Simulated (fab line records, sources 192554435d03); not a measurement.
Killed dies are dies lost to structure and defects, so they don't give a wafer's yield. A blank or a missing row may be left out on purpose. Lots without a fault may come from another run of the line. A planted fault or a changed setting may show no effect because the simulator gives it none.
One fault seen from 2 desks | flow n5_finfet | each desk has only its own numbers; what lay behind them comes last

THE METROLOGY DESK
What the gauges read, lot by lot, whatever tool the lot ran on: means of the sampled wafers that have a number. A lot is out of limits, marked OUT, if its mean lies more than 4 standard deviations from the usual mean; the brackets give that distance. Of its 11 readings 7 are shown: the one that was out of limits first, and those that lie furthest out on some lot.
Columns: A = M4_ILD_THK at N5_BEOL_M4_THK_MEAS_01, usual 79.3 nm; B = DIBL_N at N5_BEOL_M4_RC_MEAS_101, usual 35.9 mV/V; C = IOFF_N at N5_BEOL_M4_RC_MEAS_101, usual 0.156 nA/um; D = ION_P at N5_BEOL_M4_RC_MEAS_101, usual 463 uA/um; E = SS_N at N5_BEOL_M4_RC_MEAS_101, usual 71.4 mV/dec; F = VT_N at N5_BEOL_M4_RC_MEAS_101, usual 249.7 mV; G = VT_P at N5_BEOL_M4_RC_MEAS_101, usual -250.2 mV
lot  | first seen here | A              | B    | C     | D   | E    | F     | G
L867 | day 7 13:33     | 79.8           | 35.7 | 0.155 | 461 | 71.7 | 248.4 | -248.9
L869 | day 8 00:21     | 78.4           | 35.4 | 0.163 | 459 | 71.9 | 248.9 | -252.7
L868 | day 8 00:54     | 78.1           | 36.7 | 0.165 | 459 | 71.6 | 248.5 | -248.4
L872 | day 8 18:56     | 79.7           | 33.8 | 0.121 | 463 | 70.7 | 253.7 | -250.7
L871 | day 8 21:22     | 79.9           | 37.2 | 0.184 | 468 | 71.6 | 245.5 | -247.1
L873 | day 9 03:59     | 79.7           | 35.8 | 0.149 | 471 | 71.7 | 249.5 | -246.4
L874 | day 9 11:46     | 64.6 (-13) OUT | 36.2 | 0.142 | 460 | 72.1 | 251.6 | -249.5
L875 | day 10 02:57    | 80.7           | 35.4 | 0.142 | 459 | 70.5 | 252.1 | -251.8
L876 | day 10 04:11    | 79.1           | 37.5 | 0.181 | 469 | 71.1 | 246.4 | -249.4
L877 | day 10 06:15    | 66.6 (-12) OUT | 35.5 | 0.157 | 463 | 71.3 | 246.4 | -251.0
L878 | day 10 09:15    | 65.9 (-12) OUT | 35.2 | 0.152 | 470 | 71.1 | 249.3 | -250.0
L882 | day 11 12:59    | 79.5           | 35.5 | 0.154 | 462 | 71.4 | 249.2 | -250.8
L889 | day 13 02:28    | 79.9           | 38.1 | 0.185 | 462 | 71.6 | 248.6 | -250.7
L886 | day 13 02:44    | 78.8           | 34.1 | 0.137 | 459 | 71.3 | 251.3 | -251.7
L888 | day 13 10:29    | 78.3           | 35.3 | 0.128 | 466 | 71.1 | 252.4 | -249.9
This desk's finding: out of limits on L874, L877, L878; first on L874, day 9 11:46 (M4_ILD_THK at N5_BEOL_M4_THK_MEAS_01). In limits: L867, L869, L868, L872, L871, L873, L875, L876, L882, L889, L886, L888.

THE TOOL OWNER'S DESK: pecvd-01
The tool's own readings at N5_BEOL_M4_ILD_DEP_00 (deposits SiOC from DEMS/O2, target thk 79 nm, time 15.3 s): means of the sampled wafers that have a number, for each lot that ran on this tool. A lot is out of limits, marked OUT, if its mean lies more than 4 standard deviations from the usual mean; the brackets give that distance.
Columns: A = heater_power_w at N5_BEOL_M4_ILD_DEP_00, usual 455 W; B = showerhead_plenum_p_Torr at N5_BEOL_M4_ILD_DEP_00, usual 5.698 Torr; C = susceptor_temp_C at N5_BEOL_M4_ILD_DEP_00, usual 349.98 C; D = throttle_valve_pct at N5_BEOL_M4_ILD_DEP_00, usual 12.1 %
lot  | first seen here | A   | B     | C      | D
L867 | day 7 13:29     | 444 | 5.693 | 349.83 | 12.3
L872 | day 8 18:52     | 412 | 5.708 | 350.04 | 12.3
L873 | day 9 03:55     | 471 | 5.702 | 349.96 | 12.5
L874 | day 9 11:41     | 428 | 5.704 | 349.92 | 12.4
L877 | day 10 06:11    | 467 | 5.697 | 349.98 | 12.3
L878 | day 10 09:11    | 447 | 5.692 | 350.09 | 12.5
L889 | day 13 02:23    | 485 | 5.701 | 350.30 | 12.4
L886 | day 13 02:40    | 467 | 5.703 | 349.88 | 12.6
L888 | day 13 10:25    | 461 | 5.706 | 350.01 | 12.4
This desk's finding: nothing out of limits on any of the 9 lots.

PUT TOGETHER
The metrology desk could have raised an alarm at day 9 11:46, on L874, L877, L878.
The tool owner's desk saw nothing out of limits.
The tool owner's desk has L874, L877, L878 on record, within its limits.
Of the lots named, all ran N5_BEOL_M4_ILD_DEP_00 on pecvd-01.

WHAT THE SIMULATOR HAD PUT IN
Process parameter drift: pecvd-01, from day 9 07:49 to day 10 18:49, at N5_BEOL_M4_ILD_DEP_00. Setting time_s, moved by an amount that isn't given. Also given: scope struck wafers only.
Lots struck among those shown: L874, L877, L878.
Hours from the fault's start to each desk's first reading out of limits: the metrology desk, 4.
